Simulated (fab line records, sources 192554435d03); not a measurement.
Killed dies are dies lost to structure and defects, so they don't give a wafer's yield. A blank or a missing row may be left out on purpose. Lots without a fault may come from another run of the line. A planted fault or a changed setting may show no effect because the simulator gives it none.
fab line records | flow n5_finfet
record lots=24 wafers=72 last_day=17
route steps=1938 shown BEOL_M4@1064 BEOL_M5@1112
lots that met no fault: from a run of the same line without faults
start_h: hours from the record's first day to the start of the lot's first wafer shown | wait_h: hours since the lot's step before | " the same as in the row above | L1.1+2: a row that stands for several wafers | - no value, or no start given | * or withheld: withheld | < > ~ a bound
route shown NAME@n: a module of which the file shows steps, and the number in the route of the first | usual: mean/standard deviation of fault-free wafers | same: alike in all rows | chamber/n: place in a boat | sites: the reading at each site | _std_site: their standard deviation | _edge_site: outer sites' mean less inner sites' | radius_mm: how far each site lies from the wafer's centre | mask NAME#n: copy n | behind: the tool/chamber that last shaped the wafer | hold: why the lot was held/for how many hours/how that ended | device: the transistor (n, p or np) that didn't switch | end of line: the same wafers' tests at the end of the route | a step without rows: its recipe alone | killed: dies lost to structure and defects at the first sort, not the wafer's yield | map: a wafer's dies, x killed, . not, _ none there
set.NAME: the setting as run; set.NAME@STEP: as run at that earlier step | model.NAME: the simulator's own value behind a step, which no gauge read
steps of the route over a sample of lots; a table a step, a row a wafer
services: from which hour (start_h, from the record's first day; less than 0 if before it) a tool's chamber was out of use, for how many hours, and why
## steps
# step N5_BEOL_M4_ETCH_70
# recipe chemistry=N2/H2 target=SOC target_depth_a=800 overetch_a=240 mask_material=SiARC temp_c=40 time_s=130 ion_energy_ev=200 pressure_mtorr=30 source_w=840 bias_w=150 n2_flow_sccm=200 h2_flow_sccm=200
# usual drypump_motor_current_A=5.6/0.49 oes_product_au=0.61/0.069 rf_vpp_V=523.6/1.8 showerhead_plenum_p_Torr=2.53/0.071 throttle_valve_pct=17.87/0.21
# same time_s=130
# columns lot.wafer tool chamber start_h wait_h drypump_motor_current_A oes_product_au rf_hours_counter_h rf_vpp_V showerhead_plenum_p_Torr throttle_valve_pct
L075.2 rie_diel-05 3 172.53 0.0 6.1 0.53 196 524.5 2.53 18.13
L075.5 " 1 " " 5.1 0.64 - 526.4 2.59 17.59
L075.6 " 0 " " 5.9 0.64 - 521.7 2.46 17.65
L076.3 rie_diel-05 0 176.57 0.0 5.9 0.64 43 523.7 2.46 17.64
L076.4 " 3 " " 6.1 0.53 198 523.3 2.53 18.11
L076.6 " 1 " " 5.1 0.63 - 524.1 2.59 17.61
L077.2 rie_diel-03 3 176.63 0.0 5.5 0.52 240 526.2 2.64 18.33
L077.4 " 1 " " 5.9 0.68 12 521.8 2.48 17.62
L077.6 " 1 " " 5.9 0.68 - 522.1 2.48 17.61
L074.1 rie_diel-03 2 181.25 0.0 5.8 0.65 41 523.2 2.61 17.90
L074.3 " 1 " " 5.9 0.67 14 523.3 2.48 17.59
L074.5 " 3 " " 5.5 0.51 - 526.1 2.64 18.34
L079.1 rie_diel-06 2 190.32 0.0 4.7 0.72 0 523.2 2.49 17.63
L079.3 " 0 " " 5.3 0.65 41 525.1 2.60 17.60
L079.5 " 3 " " 4.8 0.51 - 525.4 2.62 18.04
L078.4 rie_diel-03 3 192.83 0.0 5.5 0.51 245 526.0 2.63 18.36
L078.5 " 3 " " 5.5 0.52 - 526.2 2.63 18.33
L078.6 " 0 " " 6.3 0.72 - 522.5 2.50 17.85
L080.2 rie_diel-03 1 193.71 0.0 5.9 0.66 18 521.7 2.48 17.61
L080.3 " 3 " " 5.5 0.51 246 525.6 2.64 18.35
L080.6 " 2 " " 5.8 0.65 - 525.0 2.61 17.90
L081.1 rie_diel-03 2 201.20 0.0 5.8 0.65 48 523.5 2.61 17.88
L081.4 " 3 " " 5.5 0.51 249 524.5 2.63 18.35
L081.5 " 1 " " 5.9 0.67 - 520.3 2.48 17.62
L082.2 rie_diel-06 0 213.98 0.0 5.3 0.64 49 525.6 2.60 17.62
L082.4 " 1 " " 5.9 0.49 246 522.0 2.47 18.02
L082.5 " 3 " " 4.8 0.50 - 527.3 2.62 18.04
L083.1 rie_diel-05 1 220.01 0.0 5.1 0.62 48 525.2 2.58 17.63
L083.3 " 3 " " 6.1 0.52 212 522.6 2.53 18.16
L083.4 " 0 " " 5.9 0.62 - 522.4 2.46 17.67
L084.1 rie_diel-05 3 226.08 0.0 6.1 0.52 216 523.8 2.52 18.17
L084.2 " 1 " " 5.0 0.61 51 525.8 2.58 17.62
L084.4 " 0 " " 5.9 0.62 - 522.0 2.45 17.66
L085.2 rie_diel-03 3 237.51 0.0 5.5 0.70 7 524.8 2.63 17.94
L085.3 " 0 " " 6.3 0.69 22 522.5 2.50 17.87
L085.6 " 0 " " 6.3 0.68 - 522.7 2.50 17.88
L086.2 rie_diel-03 0 237.97 0.0 6.3 0.68 23 522.3 2.50 17.87
L086.4 " 3 " " 5.5 0.70 7 526.0 2.63 17.94
L086.5 " 3 " " 5.5 0.69 - 526.4 2.63 17.95
L087.1 rie_diel-03 0 244.59 0.0 6.3 0.67 25 522.4 2.50 17.87
L087.5 " 1 " " 5.9 0.64 - 521.1 2.47 17.66
L087.6 " 2 " " 5.8 0.63 - 523.9 2.60 17.93
L088.4 rie_diel-05 3 253.37 0.0 6.1 0.52 228 522.5 2.52 18.19
L088.5 " 2 " " 4.9 0.52 - 521.0 2.40 17.92
L088.6 " 3 " " 6.1 0.51 - 522.4 2.52 18.19
L089.2 rie_diel-05 3 253.87 0.0 6.1 0.51 228 524.1 2.52 18.19
L089.5 " 3 " " 6.1 0.51 - 522.3 2.52 18.17
L089.6 " 2 " " 4.8 0.53 - 520.2 2.40 17.92
L091.2 rie_diel-03 0 262.19 0.0 6.3 0.66 32 521.5 2.49 17.91
L091.5 " 3 " " 5.5 0.68 - 527.6 2.63 17.96
L091.6 " 0 " " 6.3 0.66 - 523.2 2.49 17.88
L090.2 rie_diel-03 0 267.28 0.0 6.3 0.67 33 522.7 2.49 17.89
L090.3 " 3 " " 5.5 0.67 17 525.4 2.63 17.97
L090.5 " 0 " " 6.3 0.66 - 523.0 2.49 17.90
L092.2 rie_diel-06 3 273.29 0.0 4.8 0.50 242 525.5 2.61 18.07
L092.4 " 2 " " 4.7 0.65 27 522.6 2.47 17.66
L092.5 " 3 " " 4.8 0.49 - 525.9 2.61 18.08
L094.2 rie_diel-03 2 279.70 0.0 5.8 0.62 80 524.7 2.59 17.96
L094.3 " 0 " " 6.3 0.66 39 522.3 2.49 17.91
L094.5 " 3 " " 5.5 0.65 - 525.9 2.62 17.96
L093.2 rie_diel-06 0 279.81 0.0 5.2 0.62 70 524.9 2.59 17.66
L093.3 " 1 " " 6.0 0.71 6 521.8 2.46 17.63
L093.6 " 3 " " 4.8 0.49 - 526.9 2.61 18.06
L095.2 rie_diel-05 2 294.67 0.0 4.8 0.51 202 521.2 2.40 17.95
L095.4 " 1 " " 5.1 0.58 78 526.2 2.57 17.68
L095.5 " 3 " " 6.1 0.50 - 523.2 2.51 18.21
L096.1 rie_diel-03 2 297.44 0.0 5.8 0.61 87 524.2 2.59 17.97
L096.4 " 1 " " 5.9 0.62 55 522.8 2.46 17.68
L096.6 " 3 " " 5.5 0.65 - 525.9 2.62 17.98
L097.3 rie_diel-05 0 297.58 0.0 5.9 0.60 88 520.6 2.44 17.72
L097.4 " 2 " " 4.8 0.52 203 521.7 2.40 17.93
L097.6 " 3 " " 6.1 0.50 - 524.4 2.51 18.21
# step N5_BEOL_M4_ETCH_41
# recipe chemistry=CH3F/O2 target=SiCN target_depth_a=299 taper_deg=2 time_s=52.5 ion_energy_ev=120 mask_material=TiN pressure_mtorr=30 source_w=395 bias_w=75 Ar_flow_sccm=150 CH3F_flow_sccm=30 O2_flow_sccm=20
# usual drypump_motor_current_A=5.6/0.49 mfc_ar_sccm=150.0/0.45 oes_product_au=0.83/0.098 rf_vpp_V=297.2/1.2 showerhead_plenum_p_Torr=1.99/0.046 throttle_valve_pct=16.32/0.22
# same time_s=52.5
# columns lot.wafer tool chamber start_h wait_h drypump_motor_current_A mfc_ar_sccm oes_product_au rf_hours_counter_h rf_vpp_V showerhead_plenum_p_Torr throttle_valve_pct
L075.2 rie_diel-05 3 - - 6.1 149.1 0.70 196 296.7 1.98 16.50
L075.5 " 1 " " 5.0 150.2 0.86 - 298.3 2.03 16.10
L075.6 " 0 " " 5.9 149.2 0.88 - 296.9 1.96 16.37
L076.3 rie_diel-05 0 - - 5.9 149.8 0.88 43 296.4 1.96 16.38
L076.4 " 3 " " 6.1 150.0 0.70 198 297.6 1.98 16.50
L076.6 " 1 " " 5.1 149.8 0.85 - 297.0 2.03 16.12
L077.2 rie_diel-03 3 - - 5.5 149.5 0.69 240 297.0 2.03 16.54
L077.4 " 1 " " 5.9 150.2 0.94 12 297.0 1.94 16.10
L077.6 " 1 " " 5.9 150.6 0.93 - 296.3 1.94 16.08
L074.1 rie_diel-03 2 - - 5.8 150.1 0.90 41 297.2 2.04 16.05
L074.3 " 1 " " 5.9 150.0 0.93 15 296.0 1.94 16.08
L074.5 " 3 " " 5.5 149.7 0.70 - 298.7 2.03 16.53
L079.1 rie_diel-06 2 - - 4.7 150.9 0.97 0 297.5 1.95 16.12
L079.3 " 0 " " 5.2 149.5 0.87 41 299.2 2.05 16.04
L079.5 " 3 " " 4.8 149.9 0.68 - 298.6 2.09 16.72
L078.4 rie_diel-03 3 - - 5.5 149.9 0.70 246 299.1 2.03 16.55
L078.5 " 3 " " 5.5 149.7 0.71 - 299.0 2.03 16.53
L078.6 " 0 " " 6.3 150.2 0.97 - 296.0 1.98 16.40
L080.2 rie_diel-03 1 - - 5.9 150.1 0.92 18 295.7 1.94 16.09
L080.3 " 3 " " 5.5 149.6 0.70 246 300.5 2.03 16.53
L080.6 " 2 " " 5.8 150.4 0.89 - 298.3 2.04 16.06
L081.1 rie_diel-03 2 - - 5.8 150.1 0.88 48 296.9 2.04 16.07
L081.4 " 3 " " 5.5 150.3 0.69 249 299.9 2.03 16.55
L081.5 " 1 " " 5.9 150.8 0.91 - 296.0 1.94 16.09
L082.2 rie_diel-06 0 - - 5.3 150.3 0.88 49 297.9 2.05 16.06
L082.4 " 1 " " 5.9 150.4 0.65 246 297.4 1.97 16.75
L082.5 " 3 " " 4.8 149.8 0.67 - 299.5 2.09 16.75
L083.1 rie_diel-05 1 - - 5.1 149.8 0.83 48 299.1 2.03 16.13
L083.3 " 3 " " 6.1 149.8 0.68 212 296.5 1.98 16.52
L083.4 " 0 " " 5.9 149.9 0.86 - 295.9 1.95 16.40
L084.1 rie_diel-05 3 - - 6.1 149.9 0.68 216 296.6 1.98 16.53
L084.2 " 1 " " 5.1 149.5 0.83 51 297.0 2.02 16.14
L084.4 " 0 " " 5.9 149.3 0.86 - 297.1 1.95 16.41
L085.2 rie_diel-03 3 - - 5.5 150.4 0.92 7 298.9 2.03 16.09
L085.3 " 0 " " 6.3 150.2 0.91 22 295.8 1.98 16.42
L085.6 " 0 " " 6.3 149.9 0.91 - 297.4 1.98 16.42
L086.2 rie_diel-03 0 - - 6.3 150.9 0.93 23 297.5 1.98 16.43
L086.4 " 3 " " 5.5 149.8 0.92 7 298.6 2.03 16.09
L086.5 " 3 " " 5.5 150.3 0.94 - 298.6 2.03 16.09
L087.1 rie_diel-03 0 - - 6.3 150.1 0.92 25 295.4 1.98 16.42
L087.5 " 1 " " 5.9 149.7 0.88 - 296.9 1.93 16.13
L087.6 " 2 " " 5.8 149.1 0.86 - 297.2 2.03 16.11
L088.4 rie_diel-05 3 - - 6.1 149.9 0.68 228 296.6 1.97 16.56
L088.5 " 2 " " 4.8 149.4 0.72 - 294.7 1.91 16.50
L088.6 " 3 " " 6.1 150.0 0.67 - 296.6 1.97 16.58
L089.2 rie_diel-05 3 - - 6.1 150.8 0.68 229 296.4 1.97 16.57
L089.5 " 3 " " 6.1 151.1 0.67 - 298.0 1.97 16.56
L089.6 " 2 " " 4.8 150.0 0.72 - 294.8 1.91 16.49
L091.2 rie_diel-03 0 - - 6.3 150.3 0.90 32 296.6 1.98 16.44
L091.5 " 3 " " 5.5 150.2 0.89 - 299.2 2.02 16.11
L091.6 " 0 " " 6.3 150.3 0.90 - 295.8 1.98 16.44
L090.2 rie_diel-03 0 - - 6.3 149.9 0.91 34 294.6 1.98 16.44
L090.3 " 3 " " 5.5 150.0 0.89 17 298.3 2.02 16.11
L090.5 " 0 " " 6.3 150.3 0.89 - 295.2 1.98 16.45
L092.2 rie_diel-06 3 - - 4.8 149.6 0.66 242 299.5 2.08 16.79
L092.4 " 2 " " 4.7 150.1 0.89 27 296.8 1.95 16.17
L092.5 " 3 " " 4.8 149.8 0.66 - 298.0 2.08 16.77
L094.2 rie_diel-03 2 - - 5.8 150.8 0.85 81 298.1 2.02 16.13
L094.3 " 0 " " 6.3 150.5 0.89 39 296.3 1.97 16.45
L094.5 " 3 " " 5.5 150.1 0.87 - 299.2 2.02 16.11
L093.2 rie_diel-06 0 - - 5.3 149.7 0.84 71 297.5 2.04 16.09
L093.3 " 1 " " 5.9 150.1 0.96 6 297.7 1.97 16.32
L093.6 " 3 " " 4.8 149.7 0.65 - 298.8 2.08 16.79
L095.2 rie_diel-05 2 - - 4.8 150.4 0.70 202 294.4 1.90 16.51
L095.4 " 1 " " 5.0 149.2 0.80 78 297.6 2.02 16.19
L095.5 " 3 " " 6.1 149.7 0.66 - 296.2 1.97 16.60
L096.1 rie_diel-03 2 - - 5.8 149.5 0.84 87 297.7 2.02 16.14
L096.4 " 1 " " 5.9 150.5 0.85 55 296.3 1.93 16.15
L096.6 " 3 " " 5.5 150.3 0.87 - 297.2 2.02 16.13
L097.3 rie_diel-05 0 - - 5.9 149.9 0.81 88 297.1 1.94 16.46
L097.4 " 2 " " 4.8 149.8 0.71 204 295.2 1.90 16.49
L097.6 " 3 " " 6.1 150.0 0.67 - 296.3 1.97 16.60
# step N5_BEOL_M4_ANNEAL_49
# recipe temp_c=400 time_s=240 ambient=vacuum
# usual heater_power_w=812/79
# same time_s=240
# columns lot.wafer tool chamber start_h wait_h heater_power_w
L075.2 pvd_sputter-01 - 174.90 0.0 830
L075.5 " - " " 837
L075.6 " - " " 869
L077.2 pvd_sputter-01 - 177.86 0.0 671
L077.4 " - " " 826
L077.6 " - " " 897
L076.3 pvd_sputter-03 - 178.07 0.0 881
L076.4 " - " " 844
L076.6 " - " " 667
L074.1 pvd_sputter-03 - 182.80 0.0 886
L074.3 " - " " 827
L074.5 " - " " 894
L079.1 pvd_sputter-02 - 192.29 0.0 796
L079.3 " - " " 757
L079.5 " - " " 840
L078.4 pvd_sputter-03 - 194.64 0.0 905
L078.5 " - " " 848
L078.6 " - " " 836
L080.2 pvd_sputter-01 - 195.35 0.0 874
L080.3 " - " " 821
L080.6 " - " " 687
L081.1 pvd_sputter-03 - 202.59 0.0 898
L081.4 " - " " 854
L081.5 " - " " 663
L082.2 pvd_sputter-03 - 215.65 0.0 849
L082.4 " - " " 901
L082.5 " - " " 664
L083.1 pvd_sputter-02 - 221.91 0.0 785
L083.3 " - " " 914
L083.4 " - " " 828
L084.1 pvd_sputter-02 - 227.35 0.0 893
L084.2 " - " " 762
L084.4 " - " " 774
L085.2 pvd_sputter-01 - 238.97 0.0 839
L085.3 " - " " 867
L085.6 " - " " 842
L086.2 pvd_sputter-03 - 239.50 0.0 905
L086.4 " - " " 846
L086.5 " - " " 897
L087.1 pvd_sputter-02 - 247.46 0.0 842
L087.5 " - " " 892
L087.6 " - " " 868
L088.4 pvd_sputter-01 - 254.70 0.0 828
L088.5 " - " " 845
L088.6 " - " " 662
L089.2 pvd_sputter-02 - 256.83 0.0 911
L089.5 " - " " 911
L089.6 " - " " 758
L091.2 pvd_sputter-03 - 264.46 0.0 834
L091.5 " - " " 876
L091.6 " - " " 652
L090.2 pvd_sputter-02 - 269.38 0.0 845
L090.3 " - " " 780
L090.5 " - " " 788
L092.2 pvd_sputter-01 - 276.49 0.0 885
L092.4 " - " " 856
L092.5 " - " " 670
L094.2 pvd_sputter-02 - 281.07 0.0 768
L094.3 " - " " 917
L094.5 " - " " 908
L093.2 pvd_sputter-03 - 281.18 0.0 899
L093.3 " - " " 820
L093.6 " - " " 869
L095.2 pvd_sputter-01 - 296.05 0.0 821
L095.4 " - " " 857
L095.5 " - " " 674
L096.1 pvd_sputter-01 - 299.32 0.0 880
L096.4 " - " " 826
L096.6 " - " " 668
L097.3 pvd_sputter-02 - 299.38 0.0 907
L097.4 " - " " 855
L097.6 " - " " 858
# step N5_BEOL_M4_ANNEAL_87
# recipe temp_c=400 time_s=240 ambient=vacuum
# usual heater_power_w=814/79
# same time_s=240
# columns lot.wafer tool chamber start_h wait_h heater_power_w
L075.2 pvd_sputter-01 - 175.56 0.0 831
L075.5 " - " " 836
L075.6 " - " " 883
L077.2 pvd_sputter-01 - 178.52 0.0 676
L077.4 " - " " 866
L077.6 " - " " 908
L076.3 pvd_sputter-03 - 178.73 0.0 897
L076.4 " - " " 864
L076.6 " - " " 656
L074.1 pvd_sputter-03 - 183.46 0.0 886
L074.3 " - " " 839
L074.5 " - " " 900
L079.1 pvd_sputter-02 - 193.03 0.0 772
L079.3 " - " " 741
L079.5 " - " " 838
L078.4 pvd_sputter-03 - 195.30 0.0 910
L078.5 " - " " 847
L078.6 " - " " 841
L080.2 pvd_sputter-01 - 196.01 0.0 879
L080.3 " - " " 829
L080.6 " - " " 663
L081.1 pvd_sputter-03 - 203.25 0.0 907
L081.4 " - " " 843
L081.5 " - " " 658
L082.2 pvd_sputter-03 - 216.31 0.0 843
L082.4 " - " " 885
L082.5 " - " " 664
L083.1 pvd_sputter-02 - 222.57 0.0 764
L083.3 " - " " 906
L083.4 " - " " 851
L084.1 pvd_sputter-02 - 228.01 0.0 896
L084.2 " - " " 758
L084.4 " - " " 780
L085.2 pvd_sputter-01 - 239.63 0.0 817
L085.3 " - " " 873
L085.6 " - " " 851
L086.2 pvd_sputter-03 - 240.16 0.0 892
L086.4 " - " " 840
L086.5 " - " " 874
L087.1 pvd_sputter-02 - 248.12 0.0 853
L087.5 " - " " 891
L087.6 " - " " 854
L088.4 pvd_sputter-01 - 255.36 0.0 865
L088.5 " - " " 832
L088.6 " - " " 657
L089.2 pvd_sputter-02 - 257.49 0.0 916
L089.5 " - " " 898
L089.6 " - " " 753
L091.2 pvd_sputter-03 - 265.12 0.0 841
L091.5 " - " " 890
L091.6 " - " " 657
L090.2 pvd_sputter-02 - 270.13 0.0 853
L090.3 " - " " 766
L090.5 " - " " 785
L092.2 pvd_sputter-01 - 277.15 0.0 889
L092.4 " - " " 842
L092.5 " - " " 696
L094.2 pvd_sputter-02 - 281.73 0.0 754
L094.3 " - " " 892
L094.5 " - " " 912
L093.2 pvd_sputter-03 - 281.84 0.0 903
L093.3 " - " " 835
L093.6 " - " " 834
L095.2 pvd_sputter-01 - 296.71 0.0 847
L095.4 " - " " 903
L095.5 " - " " 670
L096.1 pvd_sputter-01 - 299.98 0.0 874
L096.4 " - " " 831
L096.6 " - " " 691
L097.3 pvd_sputter-02 - 300.04 0.0 937
L097.4 " - " " 898
L097.6 " - " " 851
# step N5_BEOL_M5_ILD_DEP_00
# recipe material=SiCOH_lowk target_thk_a=1406.4 temp_c=300 precursor=DEMS/porogen pressure_torr=5 rf_w=500 time_s=25.9
# usual heater_power_w=289/33 showerhead_plenum_p_Torr=5.749/0.013 throttle_valve_pct=13.8/0.66
# same time_s=25.9
# columns lot.wafer tool chamber start_h wait_h heater_power_w showerhead_plenum_p_Torr throttle_valve_pct
L075.2 pecvd-01 1 178.64 0.7 309 5.741 13.5
L075.5 " 2 " " 274 5.770 13.2
L075.6 " 1 " " 309 5.735 13.4
L077.2 pecvd-02 2 181.60 0.7 280 5.767 13.6
L077.4 " 0 " " 267 5.742 12.9
L077.6 " 2 " " 215 5.750 13.7
L076.3 pecvd-02 0 181.88 0.5 305 5.763 12.9
L076.4 " 0 " " 309 5.769 12.8
L076.6 " 2 " " 279 5.750 13.3
L074.1 pecvd-02 0 186.55 0.8 262 5.772 13.1
L074.3 " 1 " " 295 5.743 14.7
L074.5 " 0 " " 272 5.777 12.8
L079.1 pecvd-02 2 196.72 0.8 227 5.772 13.2
L079.3 " 0 " " 303 5.765 12.8
L079.5 " 1 " " 325 5.736 14.6
L078.4 pecvd-03 0 198.45 0.4 252 5.771 14.4
L078.5 " 2 " " 377 5.754 13.4
L078.6 " 1 " " 275 5.740 14.3
L080.2 pecvd-03 2 199.15 0.7 362 5.735 13.2
L080.3 " 1 " " 294 5.749 14.2
L080.6 " 2 " " 362 5.755 13.2
L081.1 pecvd-01 2 206.34 0.8 255 5.756 13.4
L081.4 " 1 " " 307 5.747 13.7
L081.5 " 2 " " 263 5.754 13.2
L082.2 pecvd-02 2 219.40 0.7 237 5.757 13.6
L082.4 " 1 " " 275 5.733 14.5
L082.5 " 2 " " 246 5.754 13.4
L083.1 pecvd-03 2 225.69 0.8 307 5.740 13.5
L083.3 " 0 " " 236 5.762 14.3
L083.4 " 0 " " 251 5.745 14.4
L084.1 pecvd-02 1 231.09 0.8 277 5.740 14.9
L084.2 " 0 " " 293 5.764 13.0
L084.4 " 0 " " 303 5.757 13.2
L085.2 pecvd-02 1 242.74 0.7 296 5.739 14.8
L085.3 " 2 " " 259 5.764 13.5
L085.6 " 2 " " 269 5.749 13.6
L086.2 pecvd-02 1 243.26 0.7 249 5.754 14.5
L086.4 " 2 " " 280 5.755 13.5
L086.5 " 1 " " 267 5.725 14.6
L087.1 pecvd-03 1 251.82 0.8 276 5.744 14.7
L087.5 " 1 " " 277 5.736 14.8
L087.6 " 0 " " 241 5.756 14.4
L088.4 pecvd-03 0 258.48 0.4 256 5.754 14.4
L088.5 " 1 " " 322 5.736 14.4
L088.6 " 0 " " 262 5.751 14.4
L089.2 pecvd-03 0 260.79 0.7 271 5.755 14.1
L089.5 " 0 " " 269 5.756 14.3
L089.6 " 1 " " 298 5.750 14.1
L091.2 pecvd-02 0 268.21 0.7 329 5.762 13.0
L091.5 " 1 " " 277 5.738 14.7
L091.6 " 0 " " 329 5.765 13.4
L090.2 pecvd-03 0 273.34 0.7 286 5.757 14.5
L090.3 " 1 " " 314 5.747 14.5
L090.5 " 1 " " 317 5.739 14.3
L092.2 pecvd-01 1 280.39 0.7 287 5.738 13.9
L092.4 " 0 " " 305 5.754 13.7
L092.5 " 2 " " 267 5.734 13.3
L094.2 pecvd-03 0 284.82 0.7 239 5.748 14.6
L094.3 " 2 " " 358 5.748 12.5
L094.5 " 2 " " 351 5.744 12.4
L093.2 pecvd-02 2 284.95 0.7 259 5.777 13.4
L093.3 " 1 " " 323 5.735 14.6
L093.6 " 2 " " 272 5.749 13.8
L095.2 pecvd-01 1 300.38 0.7 290 5.738 13.4
L095.4 " 0 " " 296 5.730 13.7
L095.5 " 1 " " 294 5.750 13.4
L096.1 pecvd-02 2 303.06 0.8 245 5.760 13.7
L096.4 " 2 " " 247 5.747 13.5
L096.6 " 1 " " 310 5.741 14.5
L097.3 pecvd-02 0 303.14 0.5 302 5.769 13.3
L097.4 " 1 " " 275 5.730 14.7
L097.6 " 2 " " 232 5.749 13.6
# step N5_BEOL_M5_DESCUM_16
# recipe chemistry=O2 time_s=7 source_power_w=50 bias_power_w=20 pressure_mtorr=20 rf_frequency_hz=2.712e+07 temp_c=40 resist=CAR-EUV o2_flow_sccm=225
# usual drypump_motor_current_A=5.9/0.56 oes_product_au=0.79/0.075 rf_vpp_V=243.1/1.3 showerhead_plenum_p_Torr=2.09/0.061 throttle_valve_pct=20.38/0.27
# same time_s=7
# columns lot.wafer tool chamber start_h wait_h drypump_motor_current_A oes_product_au rf_hours_counter_h rf_vpp_V showerhead_plenum_p_Torr throttle_valve_pct
L075.2 rie_diel-01 0 180.59 0.0 5.1 0.89 36 241.9 2.06 20.14
L075.5 " 3 " " 6.3 0.73 - 242.9 2.10 20.28
L075.6 " 0 " " 5.1 0.88 - 244.2 2.06 20.11
L077.2 rie_diel-02 1 182.98 0.0 5.4 0.75 163 242.2 2.06 20.09
L077.4 " 3 " " 6.0 0.68 - 240.9 2.10 20.97
L077.6 " 2 " " 6.2 0.90 - 245.2 2.22 20.21
L076.3 rie_diel-02 1 183.20 0.1 5.4 0.75 163 243.0 2.06 20.10
L076.4 " 3 " " 6.0 0.69 - 243.4 2.10 20.96
L076.6 " 1 " " 5.4 0.76 - 242.4 2.06 20.11
L074.1 rie_diel-01 3 191.52 0.0 6.3 0.72 183 243.2 2.10 20.29
L074.3 " 2 " " 6.8 0.78 129 242.6 2.02 20.03
L074.5 " 3 " " 6.3 0.72 - 241.9 2.10 20.28
L079.1 rie_diel-04 0 199.06 0.0 6.1 0.72 179 244.4 2.16 20.45
L079.3 " 3 " " 6.6 0.80 137 242.2 2.02 20.27
L079.5 " 3 " " 6.7 0.79 - 242.1 2.02 20.26
L078.4 rie_diel-04 2 202.54 0.8 5.7 0.74 174 241.5 2.01 20.38
L078.5 " 0 " " 6.1 0.74 - 242.8 2.15 20.46
L078.6 " 1 " " 5.0 0.85 - 244.5 2.16 20.62
L080.2 rie_diel-01 2 203.10 0.8 6.8 0.78 133 242.6 2.02 20.04
L080.3 " 3 " " 6.3 0.72 186 242.5 2.09 20.29
L080.6 " 0 " " 5.1 0.89 - 242.3 2.05 20.13
L081.1 rie_diel-01 0 208.88 0.0 5.1 0.88 45 242.2 2.05 20.14
L081.4 " 1 " " 6.4 0.88 51 242.6 2.12 20.61
L081.5 " 0 " " 5.0 0.89 - 243.3 2.05 20.14
L082.2 rie_diel-02 2 222.07 0.0 6.2 0.87 32 245.7 2.22 20.21
L082.4 " 0 " " 5.6 0.93 10 243.1 2.13 20.37
L082.5 " 1 " " 5.4 0.75 - 242.2 2.05 20.11
L083.1 rie_diel-04 2 227.77 0.0 5.7 0.73 183 241.2 2.01 20.38
L083.3 " 3 " " 6.7 0.78 147 242.3 2.02 20.28
L083.4 " 1 " " 5.0 0.83 47 243.6 2.16 20.64
L084.1 rie_diel-01 1 234.20 0.0 6.4 0.87 60 244.7 2.12 20.62
L084.2 " 0 " " 5.1 0.88 53 242.0 2.05 20.17
L084.4 " 3 " " 6.3 0.72 - 243.7 2.09 20.30
L085.2 rie_diel-02 1 245.32 0.0 5.3 0.74 181 242.1 2.05 20.14
L085.3 " 0 " " 5.6 0.90 17 244.3 2.13 20.37
L085.6 " 0 " " 5.6 0.89 - 244.1 2.13 20.37
L086.2 rie_diel-04 0 245.49 0.0 6.1 0.72 193 243.5 2.15 20.49
L086.4 " 3 " " 6.7 0.79 152 241.6 2.02 20.31
L086.5 " 0 " " 6.1 0.71 - 245.3 2.15 20.49
L087.1 rie_diel-01 2 254.41 0.0 6.8 0.78 144 242.2 2.01 20.04
L087.5 " 0 " " 5.1 0.87 - 242.4 2.05 20.14
L087.6 " 1 " " 6.3 0.85 - 244.2 2.12 20.61
L088.4 rie_diel-02 0 260.71 0.1 5.5 0.90 22 243.9 2.13 20.39
L088.5 " 2 " " 6.2 0.85 - 245.1 2.22 20.25
L088.6 " 3 " " 6.0 0.67 - 242.6 2.09 21.00
L089.2 rie_diel-02 3 262.46 0.0 6.0 0.68 204 242.4 2.09 21.00
L089.5 " 3 " " 6.0 0.68 - 242.9 2.09 21.00
L089.6 " 0 " " 5.6 0.90 - 243.5 2.13 20.39
L091.2 rie_diel-04 0 270.26 0.0 6.1 0.72 200 244.9 2.15 20.49
L091.5 " 1 " " 5.0 0.84 - 243.6 2.16 20.65
L091.6 " 2 " " 5.7 0.72 - 242.7 2.01 20.42
L090.2 rie_diel-01 3 278.22 1.2 6.3 0.71 210 242.4 2.09 20.31
L090.3 " 1 " " 6.4 0.84 74 242.1 2.12 20.64
L090.5 " 0 " " 5.1 0.85 - 240.1 2.04 20.18
L092.2 rie_diel-01 0 282.76 0.9 5.1 0.84 70 240.8 2.04 20.16
L092.4 " 1 " " 6.4 0.84 76 243.4 2.12 20.62
L092.5 " 2 " " 6.8 0.76 - 241.2 2.01 20.06
L094.2 rie_diel-01 2 287.09 0.5 6.8 0.76 156 241.1 2.01 20.07
L094.3 " 3 " " 6.3 0.71 214 243.1 2.08 20.33
L094.5 " 3 " " 6.3 0.71 - 243.0 2.08 20.33
L093.2 rie_diel-02 3 287.59 1.0 6.0 0.68 207 243.1 2.09 21.01
L093.3 " 0 " " 5.6 0.89 24 243.5 2.13 20.39
L093.6 " 2 " " 6.2 0.85 - 244.2 2.21 20.25
L095.2 rie_diel-02 0 302.14 0.1 5.6 0.89 28 243.3 2.13 20.40
L095.4 " 1 " " 5.3 0.72 195 244.2 2.05 20.13
L095.5 " 0 " " 5.6 0.89 - 243.7 2.13 20.40
L096.1 rie_diel-02 2 304.37 0.0 6.2 0.86 53 246.2 2.21 20.25
L096.4 " 1 " " 5.4 0.73 195 243.6 2.05 20.14
L096.6 " 2 " " 6.2 0.84 - 245.2 2.21 20.25
L097.3 rie_diel-01 1 304.53 0.0 6.4 0.82 83 244.5 2.11 20.66
L097.4 " 3 " " 6.2 0.70 219 243.7 2.08 20.34
L097.6 " 3 " " 6.3 0.70 - 242.3 2.08 20.33
## services
# columns tool chamber start_h hours kind
rie_diel-03 0 149.30 - clean
rie_diel-03 0 149.30 - consumable_replace:focus_ring
rie_diel-03 0 149.30 25.7 scheduled_down
rie_diel-03 0 149.30 25.7 vent_cycle
rie_diel-02 1 156.55 15.9 repair
rie_diel-03 - 158.24 0.4 repair
rie_diel-01 3 165.35 3.0 repair
rie_diel-03 3 168.79 4.2 repair
rie_diel-03 3 205.74 - clean
rie_diel-03 3 205.74 - consumable_replace:focus_ring
rie_diel-03 3 205.74 18.8 scheduled_down
rie_diel-03 3 205.74 18.8 vent_cycle
pecvd-03 - 205.77 3.3 repair
rie_diel-03 0 218.61 7.7 repair
rie_diel-01 2 220.07 16.1 repair
rie_diel-06 - 223.44 14.6 pm
pecvd-01 - 227.49 1.4 repair
rie_diel-05 - 229.22 0.1 repair
pecvd-02 2 262.76 15.1 repair
rie_diel-02 0 264.59 16.2 repair
pecvd-02 - 268.90 14.6 pm
rie_diel-02 - 271.50 14.6 pm
pecvd-03 - 300.66 0.8 pm
pvd_sputter-02 - 303.66 4.3 repair
## key
fault none
